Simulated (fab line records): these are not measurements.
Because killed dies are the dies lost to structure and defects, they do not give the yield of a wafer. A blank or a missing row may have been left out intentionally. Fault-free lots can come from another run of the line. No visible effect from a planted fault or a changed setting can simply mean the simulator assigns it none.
Split-lot trial -- flow n5 finfet -- 21 wafers read from 7 lots, route of 1938 steps

== THE SPLIT ==
At N5_BEOL_M9_EXPOSE_08 (exposes mask M9), the setting dose mj was moved away from the recipe's 53.75 on 8 of the 21 wafers read, by -7.2% to +6.0%. For the rest of the wafers, this setting stayed at what the recipe calls for.

== FROM THE SPLIT TO THE READING: what the file shows between them, 15 steps ==
- N5_BEOL_M9_PEB_09: peb time 60 s
- N5_BEOL_M9_DEVELOP_10: develop time 30 s
- N5_BEOL_M9_CD_MEAS_11: target cd 64.1 nm
- N5_BEOL_M9_DESCUM_16: chemistry O2, time 7.9 s
- N5_BEOL_M9_ETCH_61: etches SiARC in CF4, target depth 39 nm, time 65 s
- N5_BEOL_M9_ETCH_62: etches SOC in N2/H2, target depth 110 nm, overetch 22 nm, time 165 s
- N5_BEOL_M9_STRIP_68: strips in N2/H2
- N5_BEOL_M9_STRIP_67: strips in CF4
- N5_BEOL_M9_HM_OPEN_17: chemistry Cl2/BCl3, target TiN, target depth 20 nm, overetch 6 nm
- N5_BEOL_M9_STRIP_19: strips in O2
- N5_BEOL_M9_CD_MEAS_18: pitch 140 nm, target cd 70 nm
- N5_BEOL_M9_COAT_63: time 60 s, resist thk 60 nm
- N5_BEOL_M9_COAT_64: time 60 s, resist thk 12 nm
- N5_BEOL_M9_PRECLEAN_42: cleans in residue remover, time 60 s
- N5_BEOL_M9_SRD_43: time 30 s

== THE READING ==
cd nm, in nm, at N5_BEOL_M9_CD_MEAS_35 (target cd 70 nm, target cd y 40 nm). A value of 69.8 nm with a standard deviation of 0.76 nm is what fault-free wafers of this fab line usually give.

wafer,"tool, chamber at the split",dose mj as run,against the recipe,"cd nm, nm",against lot-mates on the recipe
L077.4,"arfi scanner-01, 0",56.53,+5.2%,72.6,+3.8
L077.5,"arfi scanner-01, 0",56.53,+5.2%,72.2,+3.4
L077.6,"arfi scanner-01, 0",53.75,recipe,68.8,-
L078.1,"arfi scanner-01, 0",53.75,recipe,69.7,-
L078.4,"arfi scanner-01, 0",53.75,recipe,70.5,-
L078.5,"arfi scanner-01, 0",53.75,recipe,70.0,-
L080.2,"arfi scanner-01, 0",53.75,recipe,70.6,-
L080.3,"arfi scanner-01, 0",56.98,+6.0%,74.4,+3.8
L080.5,"arfi scanner-01, 0",56.98,+6.0%,73.9,+3.3
L084.2,"arfi scanner-02, 0",55.04,+2.4%,70.8,+1.3
L084.4,"arfi scanner-02, 0",53.75,recipe,69.7,-
L084.6,"arfi scanner-02, 0",53.75,recipe,69.2,-
L088.1,"arfi scanner-02, 0",53.75,recipe,69.4,-
L088.2,"arfi scanner-02, 0",53.75,recipe,69.2,-
L088.6,"arfi scanner-02, 0",53.75,recipe,68.9,-
L087.1,"arfi scanner-01, 0",51.67,-3.9%,68.2,-2.6
L087.2,"arfi scanner-01, 0",51.67,-3.9%,68.4,-2.4
L087.3,"arfi scanner-01, 0",53.75,recipe,70.8,-
L094.2,"arfi scanner-02, 0",53.75,recipe,68.8,-
L094.3,"arfi scanner-02, 0",53.75,recipe,70.5,-
L094.5,"arfi scanner-02, 0",49.86,-7.2%,65.4,-4.2

THE FIT
A straight line over all 21 wafers: cd nm changes by +0.584 nm for each +1% of dose mj; r = +0.94; the points scatter about the line by 0.71 nm.
The same after taking each lot's own level away (the mean of its wafers on the recipe; 21 wafers): +0.623 nm for each +1%; r = +0.98; scatter 0.38 nm.
On that fit, the largest move of dose mj shifts the reading by 4.5 nm.
The lots' own levels span 68.80 to 70.80 nm, that is 2.6 times the standard deviation above.
The two slopes agree, so the slope changes little with the lot-to-lot level.
Check: for one of the wafers moved furthest among these (-7.2%), held out of the fit, the line's prediction against its lot-mates is -4.61 nm. It came out at -4.25 nm against them.

== OTHER SPLITS ON THESE WAFERS ==
Note: prior to the reading, these wafers also went through further splits. Each is held against what the fit with the lots' levels taken away leaves over:
other split on the same wafers,wafers away from the commonest value,r with cd nm (lot level and that fit taken away)
N5_BEOL_M4_PECVD_72 temp c,10,-0.01
N5_BEOL_M5_ETCH_41 source w,5,+0.16
N5_BEOL_M9_PECVD_70 temp c,8,-0.37

== THE WHOLE CHAIN: every reading that the file lists as answering this split, in the file's order ==
step,what it does,reading,change (the file's fit),r (the file's)
N5_BEOL_M9_CD_MEAS_11,target cd 64.1 nm,cd nm,+0.526 nm for each +1% of the setting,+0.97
N5_BEOL_M9_ETCH_61,"etches SiARC in CF4, target depth 39 nm, time 65 s","BEOL_M9.cd offset nm (the simulator's own value, which no gauge read)",+0.519 nm for each +1% of the setting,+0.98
N5_BEOL_M9_ETCH_62,"etches SOC in N2/H2, target depth 110 nm, overetch 22 nm, time 165 s","BEOL_M9.cd offset nm (the simulator's own value, which no gauge read)",+0.526 nm for each +1% of the setting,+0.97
N5_BEOL_M9_HM_OPEN_17,"chemistry Cl2/BCl3, target TiN, target depth 20 nm, overetch 6 nm","BEOL_M9.cd offset nm (the simulator's own value, which no gauge read)",+0.54 nm for each +1% of the setting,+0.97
N5_BEOL_M9_CD_MEAS_18,"pitch 140 nm, target cd 70 nm",cd nm,+0.49 nm for each +1% of the setting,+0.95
N5_BEOL_M9_CD_MEAS_35,"target cd 70 nm, target cd y 40 nm",cd nm,+0.618 nm for each +1% of the setting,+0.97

== THE FILE'S OWN FIT ==
cd nm changes by +0.618 nm for each +1% of dose mj, r = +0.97.
